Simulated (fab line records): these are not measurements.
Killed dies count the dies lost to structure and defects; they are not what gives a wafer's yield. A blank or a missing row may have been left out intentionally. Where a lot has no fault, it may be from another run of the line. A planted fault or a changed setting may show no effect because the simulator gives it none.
Matching of chambers ; flow nand_harc ; rie_diel-13 running NHARC_A_CONTACT_ETCH_106: 4 sister chambers
The step etches the open film in CF4/O2, target depth 90 nm, overetch 9 nm, time 49.5 s. 16 wafers are shown with their chamber, then 8 later ones without.

## WAFERS WITH THEIR CHAMBER
wafer;chamber;showerhead_plenum_p_Torr (Torr);drypump_motor_current_A (A);oes_product_au (a.u.)
L079.2;0;1.36;6.3;1.022
L079.3;1;1.43;6.4;0.996
L079.4;3;1.44;5.5;1.003
L081.1;2;1.32;6.4;0.993
L081.5;1;1.43;6.4;0.998
L081.6;0;1.36;6.3;1.013
L082.1;3;1.44;5.6;0.993
L082.4;1;1.43;6.4;0.986
L082.5;1;1.43;6.4;0.984
L083.1;3;1.44;5.5;0.997
L083.3;0;1.35;6.3;1.017
L083.5;0;1.36;6.3;1.019
L085.2;1;1.43;6.4;0.994
L085.3;2;1.31;6.5;0.995
L085.5;2;1.31;6.5;0.999
L088.1;1;1.43;6.4;0.986

SIGNATURES (means of the wafers above)
reading;chamber 0;chamber 1;chamber 2;chamber 3;scatter within a chamber
showerhead_plenum_p_Torr;1.3575;1.4300;1.3133;1.4400;0.00344
drypump_motor_current_A;6.300;6.400;6.467;5.533;0.0333
oes_product_au;1.01775;0.99067;0.99567;0.99767;0.00494
Rule: for each reading, subtract the chamber's mean from the wafer's reading, divide by that reading's scatter and square the result; add these up over the readings and take the root, which gives the wafer's distance from the chamber. The wafer belongs to the nearest chamber; if the next one is less than 2 further off, it can't be placed. The scatter is the square root of a quotient: the sum, over the shown wafers, of each reading's squared deviation from its chamber's mean, divided by wafers minus chambers.

## WAFERS WHOSE CHAMBER IS MISSING
wafer;showerhead_plenum_p_Torr (Torr);drypump_motor_current_A (A);oes_product_au (a.u.)
L088.3;1.44;5.5;0.995
L088.4;1.35;6.3;1.018
L089.2;1.42;6.4;0.978
L089.3;1.31;6.5;1.006
L089.4;1.35;6.3;1.012
L089.1;1.43;5.6;0.996
L089.5;1.43;5.6;1.002
L089.6;1.31;6.5;1.007

## WHICH CHAMBER EACH WENT THROUGH
wafer;from the rows above;in truth
L088.3;3;3
L088.4;0;0
L089.2;1;1
L089.3;2;2
L089.4;0;0
L089.1;3;3
L089.5;3;3
L089.6;2;2
Correctly placed: 8 of 8. Number that these rows cannot place: 0. Wrongly placed: 0.
